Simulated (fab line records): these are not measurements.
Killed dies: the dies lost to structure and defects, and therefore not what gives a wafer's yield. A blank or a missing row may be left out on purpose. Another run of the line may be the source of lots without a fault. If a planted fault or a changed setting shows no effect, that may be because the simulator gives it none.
Struck lot and sound lot, side by side + flow nandHarc + 17 steps out of a route of 1302
Sound: these wafers, L310.1, L310.2, L310.4. Struck: wafer L322.6 (left out: L322.3, L322.5 of the same lot, which were not struck); the cause appears at the end.
Each step with rows lists, per side, the tool, then ch with its chambers, then its first start. Under that, the readings that differ: sound wafers + struck wafers + difference of the means + sigmas: that difference in standard deviations of wafers without a fault.
alike: a reading whose means differ by less than 2 such deviations, as well as words and numbers matching on both sides. not compared: withheld readings; readings where some wafer has no value; bounds like >300 that might hide an equal value; numbers whose values overlap and for which the record gives no deviation.
The two part at a step that has a row with sigmas, a row that says differs or no value, or rows on one side only. Numbers that don't overlap but have no deviation are shown without sigmas and don't part them. Lack of a reading on every wafer of one side parts them only where that side has two or more wafers.

NHARC_P_M0_OVL_MEAS_10: pitch 180 nm.
  sound: overlay-02 at day 7 07:34; struck: overlay-01 at day 12 05:30
  alike: overlayXNm, overlayYNm
NHARC_P_M0_INSPECT_11:
  sound: defectInspect-01 at day 7 07:36; struck: defectInspect-01 at day 12 05:32
  alike: rawDefectCount
then, 1 step without rows for these wafers: NHARC_P_M0_DESCUM_14 (chemistry O2, time 3 s).
NHARC_P_M0_ETCH_34: etches the open film in N2/H2, target depth 40 nm, overetch 12 nm, time 43.94 s.
  sound on rieDiel-08 ch 0,2,3, day 7 07:44; struck on rieDiel-11 ch 3, day 12 05:41
| reading                  | sound                | struck | difference | sigmas |
|--------------------------|----------------------|--------|------------|--------|
| drypumpMotorCurrentA (A) | 5.55 5.41 5.20       | 6.23   | +0.84      | +3     |
| throttleValvePct (%)     | 14.188 14.183 14.174 | 14.158 | -0.024     | -3     |
  alike: oesProductAu, rfVppV, showerheadPlenumPTorr
  not compared: rfHoursCounterH
NHARC_P_M0_ETCH_15: etches the open film in C4F8/Ar, target depth 150 nm, overetch 15 nm, time 82.5 s.
  sound: rieDiel-08 ch 0,1,2; struck: rieDiel-11 ch 2
| reading             | sound             | struck | difference | sigmas |
|---------------------|-------------------|--------|------------|--------|
| oesProductAu (a.u.) | 0.929 0.919 0.926 | 0.984  | +0.059     | +3     |
  alike: rfVppV
  not compared: rfHoursCounterH
NHARC_P_M0_CD_MEAS_16:
  sound: cdSem-02 at day 7 07:58; struck: cdSem-01 at day 12 05:54
  alike: cdNm
then, 2 steps without rows for these wafers: NHARC_P_M0_STRIP_18 (strips in N2/H2); NHARC_P_M0_STRIP_19 (strips in post etch residue remover, time 600 s).
NHARC_P_M0_DEGAS_28: time 60 s.
  sound: pvdSputter-01 at day 7 08:35; struck: pvdSputter-01 at day 12 06:32
  alike: heaterPowerW
NHARC_P_M0_PRE_CLEAN_29: time 30 s.
  sound on pvdSputter-01; struck on pvdSputter-01
  alike: heaterPowerW
then, 2 steps without rows for these wafers: NHARC_P_M0_PVD_20 (deposits TaN, target thk 5 nm, time 8.06 s); NHARC_P_M0_PVD_21 (deposits Cu, target thk 30 nm, time 20.49 s).
NHARC_P_M0_ECD_22: material Cu, target thk 400 nm.
  sound on ecdCu-02 ch 0,1, day 7 08:56; struck on ecdCu-02 ch 0,1, day 12 07:02
NHARC_P_M0_ANNEAL_30: time 90 s.
  sound on rtpAnneal-02 ch 0, day 7 09:19; struck on rtpAnneal-02 ch 0, day 12 07:22
  alike: annealTempCMax, wafer_temp_C_max
NHARC_P_M0_CMP_23: polishes, t overpolish 20 s, target thk 117.54 nm.
  sound on cmp-01 ch 0,1,2, day 7 09:41; struck on cmp-01 ch 2, day 12 07:38
| reading             | sound          | struck | difference | sigmas |
|---------------------|----------------|--------|------------|--------|
| timeToEndpointS (s) | 25.5 30.9 28.4 | 39.6   | +11.3      | +5     |
  alike: motorCurrentA
NHARC_P_M0_THK_MEAS_24: measures by xrf.
  sound: filmMetro-02 at day 7 10:00; struck: filmMetro-01 at day 12 07:56
| reading    | sound             | struck | difference | sigmas |
|------------|-------------------|--------|------------|--------|
| thkNm (nm) | 118.1 119.6 117.7 | 115.2  | -3.3       | -2     |
following that, these wafers have no rows for 1 step: NHARC_END_SORT_01.

WHERE THEY PART
Earliest at NHARC_P_M0_ETCH_34; latest, in this record, at NHARC_P_M0_THK_MEAS_24.

WHY: what had been put in by the simulator
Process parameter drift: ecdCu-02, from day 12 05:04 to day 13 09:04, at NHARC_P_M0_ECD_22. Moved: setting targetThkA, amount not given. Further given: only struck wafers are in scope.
